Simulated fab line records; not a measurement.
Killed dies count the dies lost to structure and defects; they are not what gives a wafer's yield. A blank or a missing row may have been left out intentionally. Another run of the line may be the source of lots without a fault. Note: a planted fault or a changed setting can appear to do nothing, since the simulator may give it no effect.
fab line records    flow n5-finfet
record lots=9  wafers=27  last-day=18
route steps=1938 shown MOL_CONTACT_COAG@539 BEOL_M4@1111
lots that met no fault: from a run of the same line without faults
start-h: hours from the record's opening day to when the first of the lot's shown wafers began    wait-h: hours since the lot's step before    " unchanged from the row above    L1.1+2: one row covering several wafers at once    - no value, or no start given    * or withheld: withheld    < > ~ a bound
route shown NAME@n: a module of which the file shows steps, and the number in the route of the first    usual: mean/standard deviation taken from wafers without a fault    same: alike in all rows    chamber/n: place in a boat    sites: per-site readings    _std_site: standard deviation of those values    _edge_site: inner sites' mean taken away from outer sites' mean    radius-mm: how far each site lies from the wafer's centre    mask NAME#n: copy n    behind: the tool/chamber that last shaped the wafer    hold: why the lot was held/for how many hours/how that ended    device: which transistor (n, p or np) failed to switch    end of line: the same wafers' tests at the end of the route    where a step has no rows: the recipe by itself    killed: dies that structure and defects cost at the first sort, which is not the same as the wafer's yield    map: the dies of a wafer, with x for killed, . for not killed, _ for no die there
set.NAME: the setting that was run; set.NAME@STEP: the one run at that earlier step    model.NAME: the simulator's own value behind a step, which no gauge read
one table for each step of the route and one row for each wafer, over a sample of lots
services: from which hour (start-h, from the record's first day; less than 0 if before it) a tool's chamber was out of use, for how many hours, and why
## steps
# step N5_MOL_CONTACT_COAG_STRIP_98
# recipe chemistry=N2/H2  power-w=500  temp-c=40  pressure-mtorr=50  rf-frequency-hz=6e+07  overash-fraction=0.3  bias-power-w=8  h2-frac=0.5  n2-flow-sccm=300  h2-flow-sccm=300
# usual drypump-motor-current-A=5.8/0.44  oes-product-au=0.77/0.09  power-w=500.2/1.5  rf-vpp-V=54.4/1.6  showerhead-plenum-p-Torr=3.40/0.13  temp-c=39.99/0.11  throttle-valve-pct=19.1/0.37
lot.wafer  tool         chamber  start-h  wait-h  drypump-motor-current-A  oes-product-au  power-w  rf-hours-counter-h  rf-vpp-V  showerhead-plenum-p-Torr  temp-c  throttle-valve-pct
L993.1     rie-diel-06  2        106.30   0.0     5.1                      0.73            501.0    165                 53.4      3.22                      40.07   19.3
L993.3     "            0        "        "       5.8                      0.70            503.7    207                 52.1      3.33                      40.00   19.5
L993.6     "            0        "        "       5.9                      0.70            500.3    -                   53.6      3.33                      39.99   19.5
L994.1     rie-diel-06  3        119.20   0.0     5.8                      0.94            499.0    13                  53.3      3.57                      40.05   18.8
L994.4     "            1        "        "       5.9                      0.67            500.1    230                 53.9      3.19                      40.14   19.9
L994.5     "            0        "        "       5.8                      0.70            498.4    -                   55.1      3.33                      39.96   19.5
L996.1     rie-diel-02  0        125.46   0.0     6.4                      0.75            497.2    154                 54.3      3.35                      40.04   18.5
L996.3     "            2        "        "       5.9                      0.75            498.5    173                 56.6      3.48                      39.92   19.0
L996.5     "            0        "        "       6.4                      0.76            499.1    -                   51.3      3.35                      40.00   18.5
L997.1     rie-diel-02  3        131.79   0.0     5.8                      0.69            501.0    215                 54.4      3.33                      40.09   19.0
L997.2     "            0        "        "       6.4                      0.76            499.2    156                 51.6      3.35                      40.00   18.6
L997.5     "            0        "        "       6.4                      0.76            498.7    -                   53.1      3.35                      40.23   18.5
L100.2     rie-diel-02  1        154.72   0.0     6.6                      0.83            500.7    76                  55.0      3.54                      40.04   18.7
L100.4     "            0        "        "       6.4                      0.76            501.2    164                 54.5      3.35                      39.96   18.6
L100.5     "            2        "        "       5.9                      0.75            500.7    -                   56.0      3.48                      39.93   19.0
L101.2     rie-diel-06  0        162.63   0.0     5.9                      0.69            500.8    227                 57.7      3.32                      39.90   19.5
L101.4     "            2        "        "       5.1                      0.72            501.7    177                 52.5      3.21                      39.99   19.3
L101.6     "            0        "        "       5.9                      0.70            497.8    -                   55.7      3.32                      40.05   19.5
L102.1     rie-diel-02  2        163.62   0.0     6.0                      0.72            497.4    187                 56.0      3.48                      39.78   19.0
L102.2     "            0        "        "       6.4                      0.75            498.7    168                 53.3      3.35                      40.13   18.6
L102.3     "            3        "        "       5.8                      0.66            496.3    228                 54.4      3.32                      39.94   19.0
L110.1     rie-diel-02  3        209.17   0.0     5.8                      0.66            500.2    246                 54.1      3.31                      40.00   19.0
L110.3     "            1        "        "       6.6                      0.81            501.1    90                  54.9      3.53                      39.92   18.7
L110.4     "            2        "        "       5.9                      0.71            499.5    203                 55.6      3.47                      39.98   19.0
L113.2     rie-diel-06  1        232.54   0.0     5.9                      0.93            498.9    19                  53.6      3.58                      40.07   19.6
L113.3     "            3        "        "       5.8                      0.86            499.7    56                  56.4      3.55                      40.01   18.9
L113.4     "            0        "        "       5.8                      0.68            500.6    246                 52.6      3.31                      39.83   19.5
# step N5_MOL_CONTACT_COAG_ALD_20
# recipe material=TiN  target-thk-a=15  temp-c=400  ald-precursor-family=TiCl4  ald-co-reactant=NH3  pulse-time-s=1  purge-time-s=3  co-reactant-purge-time-s=2  co-reactant-pulse-time-s=2  ald-cycles=68  pressure-torr=3
# usual heater-power-w=885/74  precursor-pulse-height-rel=1.000/0.02
lot.wafer  tool          chamber  start-h  wait-h  heater-power-w  precursor-pulse-height-rel
L993.1     ald-metal-01  2        107.89   0.1     904             0.984
L993.3     "             0        "        "       1014            1.002
L993.6     "             3        "        "       759             1.003
L994.1     ald-metal-03  2        119.93   0.1     759             0.960
L994.4     "             3        "        "       894             1.019
L994.5     "             1        "        "       918             1.012
L996.1     ald-metal-03  1        127.03   0.1     922             0.997
L996.3     "             3        "        "       894             0.985
L996.5     "             3        "        "       889             0.990
L997.1     ald-metal-04  0        132.44   0.1     910             0.973
L997.2     "             2        "        "       938             0.974
L997.5     "             2        "        "       920             0.984
L100.2     ald-metal-03  3        155.36   0.1     872             0.994
L100.4     "             0        "        "       937             1.074
L100.5     "             2        "        "       753             0.991
L101.2     ald-metal-04  0        164.19   0.1     905             0.993
L101.4     "             1        "        "       940             0.995
L101.6     "             3        "        "       932             1.033
L102.1     ald-metal-03  0        164.31   0.1     950             0.975
L102.2     "             3        "        "       879             0.980
L102.3     "             1        "        "       883             1.011
L110.1     ald-metal-01  0        210.14   0.1     1009            0.986
L110.3     "             3        "        "       739             0.992
L110.4     "             1        "        "       833             1.001
L113.2     ald-metal-01  2        233.49   0.1     890             0.976
L113.3     "             1        "        "       834             1.001
L113.4     "             3        "        "       752             1.018
# step N5_MOL_CONTACT_COAG_CMP_23
# recipe stop-on=SiO2  t-overpolish-s=1.5  post-cmp-clean=cu-alkaline  down-force-psi=2  platen-rpm=50.289  pad-velocity-m-s=1.0006  target-thk-nm=0
# usual motor-current-A=8.1/0.78  overpolish-run-s=1.501/0.0089  time-to-endpoint-s=9.8/1.8
lot.wafer  tool    chamber  start-h  wait-h  motor-current-A  overpolish-run-s  time-to-endpoint-s
L993.1     cmp-04  2        114.12   0.1     8.3              1.494             9.9
L993.3     "       3        "        "       7.9              1.494             9.3
L993.6     "       2        "        "       8.4              1.497             9.5
L994.4     cmp-02  0        127.29   0.1     6.1              1.507             10.8
L994.1     "       2        "        "       10.3             1.498             11.8
L994.5     "       0        "        "       6.4              1.508             10.8
L996.3     cmp-04  0        131.69   0.1     7.6              1.516             7.8
L996.1     "       2        "        "       8.5              1.494             7.4
L996.5     "       3        "        "       7.5              1.488             10.3
L997.2     cmp-02  1        137.37   0.0     7.0              1.511             8.3
L997.1     "       3        "        "       9.0              1.492             11.9
L997.5     "       2        "        "       9.3              1.508             7.1
L100.4     cmp-02  2        160.37   0.1     10.5             1.507             5.9
L100.2     "       1        "        "       7.2              1.500             6.2
L100.5     "       3        "        "       8.8              1.510             8.7
L101.4     cmp-03  0        172.88   0.0     8.4              1.490             10.1
L101.2     "       1        "        "       7.7              1.505             11.8
L101.6     "       1        "        "       8.3              1.503             10.6
L102.3     cmp-04  1        173.05   0.0     8.3              1.491             8.5
L102.1     "       3        "        "       8.1              1.508             10.0
L102.2     "       0        "        "       7.9              1.494             10.4
L110.4     cmp-04  3        213.66   0.0     7.9              1.506             8.7
L110.1     "       1        "        "       8.0              1.487             11.0
L110.3     "       2        "        "       8.5              1.502             9.2
L113.4     cmp-03  3        237.99   0.1     8.9              1.521             10.2
L113.2     "       1        "        "       8.3              1.491             12.2
L113.3     "       2        "        "       7.9              1.485             10.0
# step N5_MOL_CONTACT_COAG_PECVD_31
# recipe material=SiO2  target-thk-a=460  temp-c=400  precursor=TEOS/O2  pressure-torr=6.5  rf-w=withheld  teos-flow-sccm=withheld  gas=O2  flow-sccm=2650  time-s=8.9
# usual susceptor-temp-C=399.97/0.22
lot.wafer  tool      chamber  start-h  wait-h  susceptor-temp-C
L993.1     pecvd-04  0        117.31   0.3     399.84
L993.3     "         2        "        "       399.83
L993.6     "         1        "        "       400.01
L994.1     pecvd-04  0        130.52   0.3     400.09
L994.4     "         0        "        "       399.88
L994.5     "         2        "        "       400.08
L996.1     pecvd-02  1        135.22   0.3     399.95
L996.3     "         0        "        "       399.89
L996.5     "         0        "        "       399.97
L997.1     pecvd-02  0        140.64   0.3     399.68
L997.2     "         1        "        "       399.75
L997.5     "         2        "        "       399.73
L100.2     pecvd-02  1        163.82   0.3     399.95
L100.4     "         0        "        "       399.90
L100.5     "         1        "        "       399.68
L101.2     pecvd-02  2        176.11   0.3     393.38
L101.4     "         0        "        "       393.26
L101.6     "         2        "        "       393.51
L102.1     pecvd-02  0        176.35   0.3     393.47
L102.2     "         2        "        "       393.07
L102.3     "         1        "        "       393.42
L110.1     pecvd-03  1        216.88   0.3     400.09
L110.3     "         2        "        "       399.90
L110.4     "         0        "        "       400.05
L113.2     pecvd-04  2        242.37   0.3     399.80
L113.3     "         0        "        "       399.71
L113.4     "         1        "        "       399.88
# step N5_MOL_CONTACT_COAG_THK_MEAS_53
# recipe reads=SiO2_of_MOL_CONTACT_COAG_PECVD_31
# usual VIA_MOL_THK=44.2/0.6
lot.wafer  tool           chamber  start-h  wait-h  VIA_MOL_THK[nm]
L993.1     film-metro-02  -        120.87   -       44.4
L993.3     "              -        "        "       43.9
L993.6     "              -        "        "       44.8
L994.1     film-metro-01  -        134.57   -       43.3
L994.4     "              -        "        "       44.2
L994.5     "              -        "        "       43.7
L996.1     film-metro-02  -        139.01   0.2     44.5
L996.3     "              -        "        "       44.0
L996.5     "              -        "        "       44.5
L997.1     film-metro-01  -        144.44   -       43.8
L997.2     "              -        "        "       44.7
L997.5     "              -        "        "       45.0
L100.2     film-metro-02  -        167.24   -       44.2
L100.4     "              -        "        "       44.8
L100.5     "              -        "        "       44.8
L101.2     film-metro-02  -        180.13   -       45.8
L101.4     "              -        "        "       46.2
L101.6     "              -        "        "       46.1
L102.1     film-metro-02  -        180.76   -       45.3
L102.2     "              -        "        "       45.8
L102.3     "              -        "        "       45.8
L110.1     film-metro-01  -        220.63   -       43.3
L110.3     "              -        "        "       43.4
L110.4     "              -        "        "       44.5
L113.2     film-metro-01  -        246.34   -       44.6
L113.3     "              -        "        "       44.1
L113.4     "              -        "        "       44.6
# step N5_BEOL_M4_RC_MEAS_101
# usual DIBL_N=35.9/1.4  DIBL_P=35.9/1.7  IOFF_N=0.155/0.023  IOFF_P=0.201/0.029  ION_N=672/8.8  ION_P=460/7  SS_N=71.6/0.48  SS_P=73.1/0.64  VT_N=250.0/3  VT_P=-251.6/3
lot.wafer  tool       chamber  start-h  wait-h  DIBL_N[mV/V]  DIBL_P[mV/V]  IOFF_N[nA/um]  IOFF_P[nA/um]  ION_N[uA/um]  ION_P[uA/um]  SS_N[mV/dec]  SS_P[mV/dec]  VT_N[mV]  VT_P[mV]
L993.1     prober-02  0        194.31   0.0     36.2          35.5          0.143          0.188          669           458           71.7          72.4          251.5     -255.1
L993.3     "          0        "        "       37.7          36.6          0.163          0.202          666           456           72.1          73.5          251.0     -252.9
L993.6     "          0        "        "       35.9          35.5          0.145          0.190          674           462           71.3          72.6          250.1     -252.0
L994.1     prober-01  0        198.70   0.0     36.1          36.3          0.168          0.217          675           460           72.0          73.0          247.6     -250.3
L994.4     "          0        "        "       36.0          36.4          0.163          0.207          676           458           71.1          73.4          250.3     -251.0
L994.5     "          0        "        "       35.6          36.0          0.172          0.213          673           457           71.3          73.2          248.9     -250.2
L996.1     prober-01  0        202.06   0.0     34.1          35.0          0.128          0.162          660           452           71.6          72.4          252.3     -254.1
L996.3     "          0        "        "       35.3          36.8          0.150          0.179          674           457           71.1          73.4          249.7     -254.3
L996.5     "          0        "        "       36.0          37.7          0.161          0.186          676           460           72.0          73.6          251.4     -253.0
L997.1     prober-02  0        216.75   0.0     33.8          33.6          0.126          0.147          669           453           70.9          72.7          251.1     -256.9
L997.2     "          0        "        "       35.1          34.5          0.141          0.155          669           443           71.8          72.7          251.5     -256.8
L997.5     "          0        "        "       34.4          34.1          0.131          0.148          665           448           70.8          72.1          252.5     -256.1
L100.2     prober-01  0        243.98   0.2     34.5          35.1          0.126          0.184          654           457           71.1          72.0          255.7     -250.0
L100.4     "          0        "        "       37.0          37.8          0.169          0.221          685           474           71.7          73.6          249.0     -250.5
L100.5     "          0        "        "       35.2          35.1          0.134          0.179          661           460           70.8          72.5          250.9     -252.3
L102.1     prober-02  0        245.48   0.0     36.2          34.6          0.138          0.180          671           461           70.9          72.2          249.2     -253.5
L102.2     "          0        "        "       35.2          33.5          0.123          0.166          666           453           70.5          72.1          253.1     -256.0
L102.3     "          0        "        "       37.1          35.2          0.146          0.188          672           462           71.4          72.7          251.4     -252.9
L101.2     prober-01  0        248.54   0.2     33.6          36.2          0.151          0.208          674           467           71.8          72.9          248.0     -249.2
L101.4     "          0        "        "       34.7          37.1          0.157          0.220          673           465           71.6          74.4          249.8     -249.0
L101.6     "          0        "        "       33.2          35.7          0.140          0.197          665           463           71.6          73.1          250.3     -251.5
L110.1     prober-02  0        286.47   0.0     39.1          39.8          0.211          0.260          682           462           72.3          74.4          243.3     -250.6
L110.3     "          0        "        "       38.5          39.4          0.195          0.250          685           464           72.4          73.7          248.6     -249.5
L110.4     "          0        "        "       37.6          38.0          0.187          0.231          686           469           71.8          73.0          243.6     -249.3
L113.2     prober-02  0        311.64   0.2     35.6          34.0          0.141          0.186          649           448           71.7          72.6          255.4     -253.7
L113.3     "          0        "        "       34.9          34.2          0.131          0.198          668           462           71.1          73.4          250.9     -251.9
L113.4     "          0        "        "       33.5          32.8          0.113          0.168          654           454           71.0          72.6          256.9     -252.6
## services
tool          chamber  start-h  hours  kind
ald-metal-01  1        86.22    26.2   repair
cmp-02        -        86.24    0.6    repair
pecvd-04      2        87.76    4.7    repair
cmp-04        -        90.72    1.4    repair
rie-diel-06   1        99.50    6.9    repair
pecvd-04      -        100.78   6.0    pm
cmp-02        -        129.62   4.0    pm
pecvd-04      -        133.79   2.8    pm
pecvd-04      -        138.03   0.5    repair
ald-metal-01  -        143.31   0.9    repair
cmp-04        -        151.66   0.4    repair
cmp-03        -        158.87   4.2    repair
cmp-04        -        160.56   1.0    repair
cmp-04        -        163.28   0.5    repair
cmp-02        -        163.61   2.4    repair
pecvd-02      -        181.36   28.1   pm
pecvd-04      -        181.78   1.6    repair
cmp-02        -        184.71   0.3    repair
ald-metal-01  -        184.87   0.9    repair
rie-diel-06   0        200.31   15.8   repair
ald-metal-03  -        203.37   8.7    pm
cmp-02        -        214.46   3.9    repair
cmp-02        -        229.11   3.4    repair
cmp-02        -        233.99   3.5    repair
## key
first-sign step=N5_MOL_CONTACT_COAG_PECVD_31  reading=susceptor-temp-C  direction=down  sigmas=30  usual=*  struck=*
effect step=N5_MOL_CONTACT_COAG_THK_MEAS_53  reading=VIA_MOL_THK  direction=up  sigmas=2.7  usual=44.2  struck=45.8
met-at N5_MOL_CONTACT_COAG_PECVD_31
struck-lots L101,L102
not-acting-at N5_MOL_CONTACT_COAG_STRIP_98,N5_MOL_CONTACT_COAG_ALD_20,N5_MOL_CONTACT_COAG_CMP_23
onset-between 163.82 176.11
fault kind=process-parameter-drift  tool=pecvd-02  chamber=-  onset-h=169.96  steps=N5_MOL_CONTACT_COAG_PECVD_31  channel=temp-c  offset=*  shape=step  end-h=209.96  acts-in=*  stated=*
